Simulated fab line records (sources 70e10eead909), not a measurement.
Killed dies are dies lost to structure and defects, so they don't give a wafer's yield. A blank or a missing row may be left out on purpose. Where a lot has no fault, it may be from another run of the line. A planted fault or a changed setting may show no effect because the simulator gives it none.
fab line records    flow nand-harc
[record] lots = 6  wafers = 18  last-day = 33
route steps=1302 shown A_CONTACT@1078
lots that met no fault: from a run of the same line without faults
start-h: hours from the record's opening day to when the first of the lot's shown wafers began    wait-h: hours since the lot's step before    " repeats the value in the row above    L1.1+2: several wafers, shown together as one row    - either no value or no given start    * or withheld: withheld    < > ~ a bound
route shown NAME@n: a module of which the file shows steps, and the number in the route of the first    usual: the fault-free wafers' mean and standard deviation    same: alike in all rows    chamber/n: place in a boat    sites: each site's reading    _std_site: their standard deviation    _edge_site: inner sites' mean taken away from outer sites' mean    radius-mm: how far each site lies from the wafer's centre    mask NAME#n: copy n    behind: the last tool/chamber to shape the wafer    hold: why the lot went on hold/how many hours it stayed there/how the hold came to an end    device: whichever transistor did not switch (one of n, p or np)    end of line: tests of these same wafers at the route's end    step lacking rows: just its recipe    killed: at the first sort, the dies lost to defects and structure; wafer yield is something else    map: shows each die of a wafer: x if killed, . if not, _ if none is there
set.NAME: the setting the step ran with; set.NAME@STEP: the setting that earlier step ran with    model.NAME: the simulator's own value behind a step, which no gauge read
lots seen at some steps along the route; tables by step, rows by wafer
services: the hour from which a tool's chamber was out of use, counted from the record's first day as start-h (under 0 if before that day), plus the number of hours and why
[[steps]]
[step NHARC_A_CONTACT_CD_MEAS_08]
[recipe] target-cd-nm = 200  landing-energy-ev = 500
[usual] cd-nm = 199.7/0.52
lot.wafer  tool       chamber  start-h  wait-h  cd-nm
L483.1     cd-sem-02  0        529.86   -       200.2
L483.2     "          0        "        "       199.9
L483.4     "          0        "        "       200.0
L491.1     cd-sem-02  0        614.28   -       200.4
L491.5     "          0        "        "       200.3
L491.6     "          0        "        "       199.8
L492.1     cd-sem-01  0        625.55   -       199.7
L492.3     "          0        "        "       200.9
L492.4     "          0        "        "       200.2
L500.2     cd-sem-02  0        700.61   -       199.4
L500.3     "          0        "        "       199.7
L500.6     "          0        "        "       199.9
L502.1     cd-sem-02  0        716.04   -       200.2
L502.4     "          0        "        "       199.9
L502.6     "          0        "        "       200.4
L501.1     cd-sem-03  0        725.36   -       200.0
L501.5     "          0        "        "       199.5
L501.6     "          0        "        "       198.7
[step NHARC_A_CONTACT_OVL_MEAS_09]
[usual] overlay-x-nm = -0.1/0.87  overlay-y-nm = 0.0/0.9
lot.wafer  tool        chamber  start-h  wait-h  overlay-x-nm  overlay-y-nm
L483.1     overlay-02  -        529.95   -       0.5           -1.5
L483.2     "           -        "        "       0.6           -1.0
L483.4     "           -        "        "       -0.1          -1.2
L491.1     overlay-02  -        614.37   -       -0.2          -0.9
L491.5     "           -        "        "       -0.5          -1.2
L491.6     "           -        "        "       -0.9          -1.4
L492.1     overlay-02  -        625.64   -       -0.2          -0.7
L492.3     "           -        "        "       0.4           -0.9
L492.4     "           -        "        "       -0.1          -0.2
L500.2     overlay-02  -        700.70   -       -0.6          -0.6
L500.3     "           -        "        "       0.1           -0.3
L500.6     "           -        "        "       -0.2          -0.1
L502.1     overlay-01  -        716.13   -       -0.4          -0.7
L502.4     "           -        "        "       0.1           -0.6
L502.6     "           -        "        "       0.3           -0.4
L501.1     overlay-02  -        725.45   -       -1.8          0.1
L501.5     "           -        "        "       -1.5          0.0
L501.6     "           -        "        "       -2.7          -0.2
[step NHARC_A_CONTACT_INSPECT_10]
[usual] raw-defect-count = 94/36
lot.wafer  tool               chamber  start-h  wait-h  raw-defect-count
L483.1     defect-inspect-02  -        529.99   0.0     77
L483.2     "                  -        "        "       69
L483.4     "                  -        "        "       73
L491.1     defect-inspect-01  -        614.41   0.0     131
L491.5     "                  -        "        "       131
L491.6     "                  -        "        "       115
L492.1     defect-inspect-01  -        625.67   0.0     75
L492.3     "                  -        "        "       75
L492.4     "                  -        "        "       77
L500.2     defect-inspect-01  -        700.73   0.0     91
L500.3     "                  -        "        "       88
L500.6     "                  -        "        "       94
L502.1     defect-inspect-01  -        716.16   0.0     79
L502.4     "                  -        "        "       85
L502.6     "                  -        "        "       89
L501.1     defect-inspect-01  -        725.49   0.0     73
L501.5     "                  -        "        "       82
L501.6     "                  -        "        "       95
[step NHARC_A_CONTACT_DESCUM_13]
[recipe] time-s = 3  o2-flow-sccm = 200  ar-flow-sccm = 0  bias-power-w = 0  chemistry = O2
[step NHARC_A_CONTACT_ETCH_88]
[recipe] target-depth-a = 390  over-etch-frac = 0.3  time-s = 65  ion-energy-ev = 80  cf4-flow-sccm = 150  ar-flow-sccm = 0  rf-w = 300  bias-w = 100  chemistry = CF4
[usual] bias-w = 100.0/0.33  cf4-flow-sccm = 150.1/0.49  drypump-motor-current-A = 5.8/0.35  oes-product-au = 0.999/0.01  rf-vpp-V = 150.8/0.99  showerhead-plenum-p-Torr = 1.73/0.044  throttle-valve-pct = 13.284/0.0089
lot.wafer  tool         chamber  start-h  wait-h  bias-w  cf4-flow-sccm  drypump-motor-current-A  oes-product-au  rf-hours-counter-h  rf-vpp-V  showerhead-plenum-p-Torr  throttle-valve-pct
L483.2     rie-diel-08  3        530.77   0.1     99.9    149.8          6.1                      1.008           27                  150.3     1.71                      13.287
L483.1     "            0        "        "       100.4   149.4          5.9                      1.018           27                  149.6     1.72                      13.286
L483.4     "            2        "        "       99.7    149.3          6.0                      0.989           -                   151.1     1.74                      13.274
L491.1     rie-diel-08  1        614.56   0.1     99.3    150.8          5.9                      0.996           11                  149.5     1.72                      13.272
L491.6     "            0        "        "       100.5   151.0          5.8                      1.000           -                   150.3     1.72                      13.283
L491.5     "            1        "        "       100.2   150.6          5.9                      0.995           -                   150.4     1.72                      13.288
L492.3     rie-diel-08  1        625.82   0.1     99.8    150.7          5.8                      1.007           13                  152.2     1.72                      13.272
L492.1     "            2        "        "       100.0   150.0          6.0                      0.988           17                  151.4     1.73                      13.286
L492.4     "            3        "        "       99.8    150.1          6.1                      1.016           17                  149.7     1.70                      13.283
L500.3     rie-diel-02  3        700.89   0.1     100.9   149.6          5.2                      1.006           48                  151.2     1.70                      13.285
L500.2     "            1        "        "       99.4    149.5          6.2                      1.000           47                  152.6     1.86                      13.292
L500.6     "            3        "        "       100.2   149.3          5.2                      0.994           -                   150.1     1.70                      13.258
L502.4     rie-diel-08  1        716.31   0.1     100.1   150.0          5.8                      1.000           26                  149.9     1.71                      13.272
L502.1     "            3        "        "       100.1   150.2          6.2                      1.005           31                  150.8     1.70                      13.267
L502.6     "            2        "        "       100.6   150.0          6.0                      0.997           -                   151.4     1.73                      13.281
L501.1     rie-diel-02  0        726.07   0.3     100.2   150.2          5.2                      0.998           53                  152.4     1.76                      13.283
L501.6     "            2        "        "       99.7    150.3          5.0                      0.999           -                   151.4     1.73                      13.287
L501.5     "            1        "        "       99.5    151.0          6.2                      0.991           -                   152.4     1.86                      13.288
[step NHARC_A_CONTACT_ETCH_89]
[recipe] target-depth-a = 2600  over-etch-frac = 0.3  time-s = 475.3  ion-energy-ev = 200  n2-flow-sccm = 150  h2-flow-sccm = 150  ar-flow-sccm = 0  rf-w = 400  bias-w = 150  chemistry = N2/H2
[usual] bias-w = 149.9/0.48  chamber-pressure-mTorr = 29.998/0.029  drypump-motor-current-A = 5.8/0.35  oes-product-au = 0.998/0.011  rf-vpp-V = 429.3/1.7  showerhead-plenum-p-Torr = 1.99/0.055  throttle-valve-pct = 14.170/0.0089
lot.wafer  tool         chamber  start-h  wait-h  bias-w  chamber-pressure-mTorr  drypump-motor-current-A  oes-product-au  rf-hours-counter-h  rf-vpp-V  showerhead-plenum-p-Torr  throttle-valve-pct
L483.2     rie-diel-08  2        -        -       149.5   29.970                  6.0                      0.995           25                  430.3     2.00                      14.174
L483.1     "            3        "        "       149.9   30.034                  6.2                      1.004           27                  428.4     1.96                      14.172
L483.4     "            2        "        "       150.0   29.993                  6.0                      0.988           -                   430.6     2.00                      14.173
L491.1     rie-diel-08  1        -        -       149.9   29.927                  5.9                      0.989           11                  428.8     1.97                      14.175
L491.5     "            0        "        "       150.6   29.997                  5.8                      0.986           -                   429.3     1.97                      14.172
L491.6     "            1        "        "       150.2   29.989                  5.8                      0.994           -                   428.3     1.97                      14.169
L492.4     rie-diel-08  3        -        -       149.8   30.001                  6.2                      1.006           17                  429.3     1.95                      14.177
L492.1     "            0        "        "       150.6   29.988                  5.9                      1.001           17                  429.0     1.97                      14.164
L492.3     "            1        "        "       150.2   29.967                  5.9                      0.995           13                  428.1     1.97                      14.185
L500.3     rie-diel-02  2        -        -       150.6   30.007                  4.9                      1.011           48                  428.5     2.00                      14.189
L500.2     "            0        "        "       150.0   29.952                  5.2                      1.000           46                  429.2     2.02                      14.174
L500.6     "            2        "        "       150.5   30.011                  4.9                      1.002           -                   428.8     2.00                      14.170
L502.1     rie-diel-08  1        -        -       149.8   29.972                  5.9                      0.982           26                  427.7     1.97                      14.158
L502.4     "            3        "        "       149.9   29.926                  6.2                      1.004           31                  427.3     1.95                      14.145
L502.6     "            1        "        "       149.6   30.013                  5.8                      0.991           -                   428.6     1.97                      14.165
L501.1     rie-diel-02  0        -        -       150.1   29.947                  5.2                      0.999           53                  431.2     2.02                      14.166
L501.6     "            2        "        "       149.9   30.002                  4.9                      0.996           -                   428.8     1.99                      14.177
L501.5     "            0        "        "       149.5   29.997                  5.2                      1.005           -                   429.4     2.02                      14.172
[step NHARC_A_CONTACT_ETCH_30]
[recipe] target-depth-a = 726  time-s = 36.3  cf4-flow-sccm = 100  chf3-flow-sccm = 30  ar-flow-sccm = 0  rf-w = 500  bias-w = 200  chemistry = CF4/CHF3
[step NHARC_A_CONTACT_ETCH_31]
[recipe] target-depth-a = 28000  over-etch-frac = 0.3  time-s = 728  ion-energy-ev = 150  o2-flow-sccm = 400  cos-flow-sccm = 20  ar-flow-sccm = 0  rf-w = 500  bias-w = 300  chemistry = O2/COS
[usual] bias-w = 300.0/1  chamber-pressure-mTorr = 19.997/0.019  drypump-motor-current-A = 5.8/0.36  oes-product-au = 0.998/0.01  rf-vpp-V = 313.2/1.3  showerhead-plenum-p-Torr = 3.06/0.075  throttle-valve-pct = 28.331/0.0093
lot.wafer  tool         chamber  start-h  wait-h  bias-w  chamber-pressure-mTorr  drypump-motor-current-A  oes-product-au  rf-hours-counter-h  rf-vpp-V  showerhead-plenum-p-Torr  throttle-valve-pct
L483.1     rie-diel-08  2        -        -       301.4   19.983                  6.0                      0.990           25                  313.2     3.06                      28.328
L483.2     "            3        "        "       300.9   20.005                  6.2                      1.008           28                  312.8     3.01                      28.342
L483.4     "            3        "        "       301.5   19.970                  6.2                      1.011           -                   311.3     3.01                      28.322
L491.1     rie-diel-08  1        -        -       300.1   20.006                  5.9                      0.992           12                  312.6     3.03                      28.328
L491.5     "            2        "        "       300.4   19.995                  6.0                      0.989           -                   313.7     3.05                      28.332
L491.6     "            3        "        "       301.3   19.995                  6.1                      1.002           -                   313.5     3.00                      28.330
L492.4     rie-diel-08  2        -        -       300.6   20.004                  6.0                      0.995           18                  314.1     3.05                      28.335
L492.3     "            3        "        "       298.9   20.007                  6.2                      1.004           17                  313.3     3.00                      28.324
L492.1     "            0        "        "       299.8   19.998                  5.9                      0.999           17                  312.9     3.03                      28.330
L500.2     rie-diel-02  3        -        -       300.6   20.013                  5.2                      1.013           48                  311.6     3.00                      28.332
L500.3     "            1        "        "       300.0   19.982                  6.2                      0.997           47                  317.3     3.29                      28.329
L500.6     "            3        "        "       300.3   19.982                  5.2                      1.001           -                   312.3     3.00                      28.327
L502.4     rie-diel-08  3        -        -       300.1   19.951                  6.2                      0.991           31                  311.8     3.00                      28.333
L502.1     "            0        "        "       300.4   20.004                  5.9                      1.002           31                  312.2     3.02                      28.334
L502.6     "            3        "        "       299.4   19.995                  6.2                      1.010           -                   313.6     3.00                      28.341
L501.1     rie-diel-02  1        -        -       299.4   19.991                  6.2                      0.986           55                  317.3     3.29                      28.346
L501.6     "            2        "        "       300.0   20.036                  4.9                      0.995           -                   313.3     3.06                      28.323
L501.5     "            1        "        "       300.9   19.993                  6.2                      0.983           -                   316.4     3.29                      28.346
[step NHARC_A_CONTACT_ETCH_134]
[recipe] source-w = withheld  pressure-mtorr = 20  bias-v = withheld  time-s = 140  target-depth-a = 7000  ar-flow-sccm = withheld  c4f8-flow-sccm = withheld  o2-flow-sccm = withheld  chemistry = C4F8/O2/Ar
[step NHARC_A_CONTACT_ETCH_135]
[recipe] source-w = withheld  pressure-mtorr = 20  bias-v = 1200  time-s = 311  target-depth-a = 19120  ar-flow-sccm = withheld  c4f8-flow-sccm = withheld  o2-flow-sccm = withheld  chemistry = C4F8/O2/Ar
[step NHARC_A_CONTACT_ETCH_136]
[recipe] source-w = withheld  pressure-mtorr = 20  bias-v = 1200  time-s = 311  target-depth-a = 19120  ar-flow-sccm = withheld  c4f8-flow-sccm = withheld  o2-flow-sccm = withheld  chemistry = C4F8/O2/Ar
[usual] chamber-pressure-mTorr = 20.001/0.018  oes-air-line-au = 0.999/0.02
lot.wafer  tool             chamber  start-h  wait-h  chamber-pressure-mTorr  oes-air-line-au  rf-hours-counter-h
L483.2     har-cap-etch-03  0        532.53   0.2     19.973                  0.996            49
L483.1     "                1        "        "       19.979                  0.994            49
L483.4     "                0        "        "       19.965                  0.989            -
L491.1     har-cap-etch-03  0        616.15   0.2     20.001                  0.996            63
L491.5     "                1        "        "       20.012                  0.982            -
L491.6     "                0        "        "       20.008                  0.986            -
L492.1     har-cap-etch-02  0        627.34   0.2     20.008                  1.011            106
L492.4     "                0        "        "       19.997                  1.019            -
L492.3     "                1        "        "       20.018                  1.021            -
L500.2     har-cap-etch-02  1        702.38   0.2     20.003                  1.010            118
L500.3     "                1        "        "       20.022                  0.994            -
L500.6     "                0        "        "       19.973                  0.998            -
L502.1     har-cap-etch-03  0        717.87   0.2     19.989                  0.958            79
L502.4     "                1        "        "       19.987                  1.009            -
L502.6     "                1        "        "       20.025                  1.012            -
L501.1     har-cap-etch-02  0        727.81   0.2     19.960                  1.013            124
L501.5     "                1        "        "       20.010                  1.019            -
L501.6     "                0        "        "       19.973                  1.017            -
[step NHARC_A_CONTACT_ETCH_137]
[recipe] source-w = withheld  pressure-mtorr = 20  bias-v = 1200  time-s = 311  target-depth-a = 19120  ar-flow-sccm = withheld  c4f8-flow-sccm = withheld  o2-flow-sccm = withheld  chemistry = C4F8/O2/Ar
[usual] chamber-pressure-mTorr = 19.999/0.017  oes-air-line-au = 0.994/0.02
lot.wafer  tool             chamber  start-h  wait-h  chamber-pressure-mTorr  oes-air-line-au  rf-hours-counter-h
L483.2     har-cap-etch-03  0        532.80   0.2     19.984                  0.949            49
L483.1     "                1        "        "       19.992                  0.999            49
L483.4     "                0        "        "       20.011                  0.974            -
L491.1     har-cap-etch-03  0        616.42   0.2     19.977                  0.987            63
L491.5     "                1        "        "       19.980                  1.016            -
L491.6     "                0        "        "       19.997                  1.004            -
L492.1     har-cap-etch-02  0        627.61   0.2     20.013                  1.017            106
L492.4     "                0        "        "       19.971                  0.999            -
L492.3     "                1        "        "       19.993                  0.951            -
L500.2     har-cap-etch-02  1        702.65   0.2     20.038                  0.981            118
L500.3     "                1        "        "       20.008                  0.971            -
L500.6     "                0        "        "       20.014                  1.017            -
L502.1     har-cap-etch-03  0        718.15   0.2     19.991                  0.988            80
L502.4     "                1        "        "       20.017                  1.006            -
L502.6     "                1        "        "       20.006                  0.982            -
L501.1     har-cap-etch-02  0        728.08   0.2     19.986                  1.004            124
L501.5     "                1        "        "       20.007                  0.978            -
L501.6     "                0        "        "       19.984                  0.989            -
[step NHARC_A_CONTACT_ETCH_138]
[recipe] source-w = withheld  pressure-mtorr = 20  bias-v = 1200  time-s = 311  target-depth-a = 19140  ar-flow-sccm = withheld  c4f8-flow-sccm = withheld  o2-flow-sccm = withheld  chemistry = C4F8/O2/Ar
[usual] chamber-pressure-mTorr = 20.000/0.019  oes-air-line-au = 1.001/0.022
lot.wafer  tool             chamber  start-h  wait-h  chamber-pressure-mTorr  oes-air-line-au  rf-hours-counter-h
L483.2     har-cap-etch-03  0        533.07   0.2     19.986                  0.986            49
L483.1     "                1        "        "       20.007                  1.004            49
L483.4     "                0        "        "       20.010                  1.038            -
L491.1     har-cap-etch-03  0        616.70   0.2     -                       -                -
L491.5     "                1        "        "       -                       -                -
L491.6     "                0        "        "       -                       -                -
L492.1     har-cap-etch-02  0        627.88   0.2     -                       -                -
L492.4     "                0        "        "       -                       -                -
L492.3     "                1        "        "       -                       -                -
L500.2     har-cap-etch-02  1        702.92   0.2     20.016                  0.996            119
L500.3     "                1        "        "       19.961                  1.011            -
L500.6     "                0        "        "       19.998                  0.995            -
L502.1     har-cap-etch-03  0        718.42   0.2     20.008                  0.993            80
L502.4     "                1        "        "       20.009                  1.003            -
L502.6     "                1        "        "       19.977                  1.025            -
L501.1     har-cap-etch-02  0        728.35   0.2     20.018                  0.994            124
L501.5     "                1        "        "       20.020                  1.014            -
L501.6     "                0        "        "       20.020                  0.986            -
[step NHARC_A_CONTACT_ETCH_139]
[recipe] source-w = withheld  pressure-mtorr = 20  bias-v = 400  time-s = 195  target-depth-a = 8400  ar-flow-sccm = withheld  c4f8-flow-sccm = 11.5  o2-flow-sccm = 7.2  chemistry = C4F8/O2/Ar
[[services]]
tool         chamber  start-h  hours  kind
rie-diel-08  1        515.47   58.7   repair
rie-diel-08  0        524.03   -      clean
rie-diel-08  2        524.03   -      clean
rie-diel-08  3        524.03   -      clean
rie-diel-08  -        544.80   9.0    pm
rie-diel-08  0        544.80   9.0    vent-cycle
rie-diel-08  2        544.80   9.0    vent-cycle
rie-diel-08  3        544.80   9.0    vent-cycle
rie-diel-08  0        553.80   -      clean
rie-diel-08  2        553.80   -      clean
rie-diel-08  3        553.80   -      clean
rie-diel-02  -        571.39   9.0    pm
rie-diel-08  0        578.30   -      clean
rie-diel-08  1        578.30   -      clean
rie-diel-08  2        578.30   -      clean
rie-diel-08  3        578.30   -      clean
rie-diel-08  0        590.40   1.3    repair
rie-diel-08  0        602.80   -      clean
rie-diel-08  1        602.80   -      clean
rie-diel-08  2        602.80   -      clean
rie-diel-02  0        653.45   3.2    repair
rie-diel-02  1        667.45   4.3    repair
rie-diel-02  3        718.45   9.2    repair
rie-diel-08  -        721.80   9.0    pm
[[key]]
[first-sign] step = NHARC_A_CONTACT_ETCH_138  reading = tool-record  direction = missing
effect none on later readings
met-at NHARC_A_CONTACT_ETCH_138
struck-wafers L491.1,L491.5,L491.6,L492.1,L492.3,L492.4
later-rows-left-out L491.1,L491.5,L491.6,L492.1,L492.3,L492.4
sort-left-out L491.1,L491.5,L491.6,L492.1,L492.3,L492.4
tester-left-out L491,L492
onset-between 533.07 616.70
[fault] kind = skipped-step-whole  tool = har-cap-etch-02,har-cap-etch-03  chamber = -  onset-h = 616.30  steps = NHARC_A_CONTACT_ETCH_138  scope = struck-lots-only
// tester-left-out: of these lots the tester's yield and bins aren't shown, on N5 and GAA mostly nor the transistor test; their killed dies are dies lost to structure and defects alone, not to doping, threshold or leakage, so they don't give the yield
// sort-left-out: the simulated sort isn't trusted on such a fault, so these wafers' sort isn't shown, and their yield isn't known
// later-rows-left-out: the simulator's readings of these wafers behind a module that went badly wrong aren't trusted and aren't shown, but for the sort
